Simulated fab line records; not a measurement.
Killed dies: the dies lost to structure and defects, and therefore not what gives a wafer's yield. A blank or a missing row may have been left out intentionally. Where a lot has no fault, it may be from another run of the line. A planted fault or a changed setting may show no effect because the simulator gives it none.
A lot that was struck, set against a sound lot | flow n5_finfet | 38 steps out of a route of 1938
Sound: these wafers, L130.2, L130.3, L130.4. Wafers struck: L143.1, L143.2, L143.4. The cause comes at the end.
Order at every step that has rows: each side's tool, ch and its chambers, its first start. Under that, the readings that differ: sound wafers | struck wafers | difference of the means | sigmas: that difference in standard deviations of wafers without a fault.
alike: readings whose means differ by less than 2 such deviations, and words and numbers that are the same on both sides. not compared: withheld readings, readings that some wafer has no value for, bounds like >300 that may hide the same value, and numbers for which the record gives no deviation and whose values overlap.
A row with sigmas, a row that says differs or no value, or rows on one side alone: a step with any of these is where the two part. Numbers that don't overlap but have no deviation are shown without sigmas and don't part them. A reading missing from all wafers of one side parts the sides only when that side holds two or more wafers.

first, 9 steps without rows for these wafers: N5_BEOL_M4_ANNEAL_95 (time 240 s); N5_BEOL_M4_SPUTTER_96 (material Cu, target thk 4.5 nm, time 8.29 s); N5_BEOL_M4_ECD_50 (material Cu, target thk 300 nm); N5_BEOL_M4_ANNEAL_51 (time 90 s); N5_BEOL_M4_CMP_52 (polishes, stops on SiOC, t overpolish 6.8 s, target thk 40 nm); N5_BEOL_M4_PRE_CLEAN_60 (time 15 s); N5_BEOL_M4_CO_CAP_55 (material Co, precursor CCTBA/H2, target thk 2 nm, time 102.1 s); N5_BEOL_M4_PRE_CLEAN_56 (time 15 s); N5_BEOL_M4_DEP_57 (deposits SiCN from 3MS/NH3, target thk 8 nm, time 14 s).
N5_BEOL_M4_RC_MEAS_101:
  sound on prober-02 ch 0, day 7 20:21; struck on prober-01 ch 0, day 11 04:15
  reading       | sound          | struck         | difference | sigmas
  DIBL_N (mV/V) | 36.9 37.6 37.0 | 32.9 34.5 32.8 | -3.8       | -3
  alike: DIBL_P, IOFF_N, IOFF_P, ION_N, ION_P, SS_N, SS_P, VT_N, VT_P
then, 24 steps without rows for these wafers: N5_BEOL_M5_ILD_DEP_00 (deposits SiCOH lowk from DEMS/porogen, target thk 140.64 nm, time 25.9 s); N5_BEOL_M5_CURE_79 (cures SiCOH lowk, time 240 s); N5_BEOL_M5_PECVD_70 (deposits SiO2 from TEOS/O2, target thk 16 nm, time 18 s); N5_BEOL_M5_HM_DEP_02 (deposits TiN, target thk 20 nm); N5_BEOL_M5_COAT_59 (time 60 s, resist thk 60 nm); N5_BEOL_M5_COAT_60 (time 60 s, resist thk 12 nm); N5_BEOL_M5_COAT_71 (time 60 s, resist thk 5 nm); N5_BEOL_M5_COAT_05 (resist thk 30 nm); N5_BEOL_M5_EBR_07; N5_BEOL_M5_SOFTBAKE_06 (time 60 s); N5_BEOL_M5_EXPOSE_08 (exposes mask M5, target cd 28 nm); N5_BEOL_M5_PEB_09 (peb time 60 s); N5_BEOL_M5_DEVELOP_10 (develop time 30 s); N5_BEOL_M5_DESCUM_16 (chemistry O2, time 7 s); N5_BEOL_M5_ETCH_72 (etches underlayer in N2/H2, target depth 6.5 nm, time 5.2 s); N5_BEOL_M5_ETCH_61 (etches SiARC in CF4, target depth 15.6 nm, time 26 s); N5_BEOL_M5_ETCH_62 (etches SOC in N2/H2, target depth 75 nm, overetch 15 nm, time 112.5 s); N5_BEOL_M5_STRIP_63 (strips in N2/H2); N5_BEOL_M5_STRIP_73 (strips in N2/H2); N5_BEOL_M5_STRIP_64 (strips in CF4); N5_BEOL_M5_HM_OPEN_17 (chemistry Cl2/BCl3, target TiN, target depth 20 nm, overetch 6 nm); N5_BEOL_M5_STRIP_19 (strips in O2); N5_BEOL_M5_COAT_65 (time 60 s, resist thk 60 nm); N5_BEOL_M5_COAT_66 (time 60 s, resist thk 12 nm).
N5_BEOL_M7_STRIP_19: strips in O2.
  sound on rie_diel-06 ch 0,2,3, day 8 18:38; struck on rie_diel-05 ch 0,1,2, day 12 03:22
  no value came back on the struck wafers for any of 8 readings (bias_power_w (W), chamber_pressure_mTorr (mTorr) and others); on the sound wafers bias_power_w (W) reads 0 0 0
  reading                                  | sound | struck         | difference | sigmas
  model.SOC_of_BEOL_M7_COAT_59.thk_nm (nm) | 0 0 0 | 91.6 91.8 91.8 | +91.7      |
N5_BEOL_M7_ETCH_66: etches SOC in N2/H2, target depth 80 nm, overetch 16 nm, time 120 s.
  sound on rie_diel-06 ch 1,2,3, day 8 20:45; struck on rie_diel-03 ch 0,1,3, day 12 04:04
  reading                  | sound             | struck           | difference | sigmas
  model.etch.depth_nm (nm) | 60.31 60.43 60.14 | 90.78 94.7 92.92 | +32.51     |
  alike: drypump_motor_current_A, oes_product_au, rf_vpp_V, showerhead_plenum_p_Torr, throttle_valve_pct
  not compared: rf_hours_counter_h
N5_BEOL_M7_VIA_ETCH_34: etches SiCOH lowk in C4F6/O2, target depth 125.5 nm, time 50.5 s.
  sound on rie_diel-06 ch 1,2,3, day 8 20:51; struck on rie_diel-03 ch 0,1,3, day 12 04:10
  reading               | sound          | struck         | difference | sigmas
  oes_product_au (a.u.) | 0.87 0.89 0.73 | 0.26 0.30 0.26 | -0.56      | -6
  alike: drypump_motor_current_A, rf_vpp_V, showerhead_plenum_p_Torr, throttle_valve_pct
  not compared: rf_hours_counter_h
-- record jumps: 3 days separate the struck wafers' starts on either side; left off in module BEOL_M7, taken up again in module PASSIVATION, whose first shown step is the route's number 1936 --
N5_PASSIVATION_PROBE_49:
  record: rows for the struck wafers here (prober-02, day 15 09:18), none for the sound ones

== WHERE THEY PART ==
Earliest at N5_BEOL_M4_RC_MEAS_101; latest, in this record, at N5_PASSIVATION_PROBE_49.

WHY: the cause the simulator had injected
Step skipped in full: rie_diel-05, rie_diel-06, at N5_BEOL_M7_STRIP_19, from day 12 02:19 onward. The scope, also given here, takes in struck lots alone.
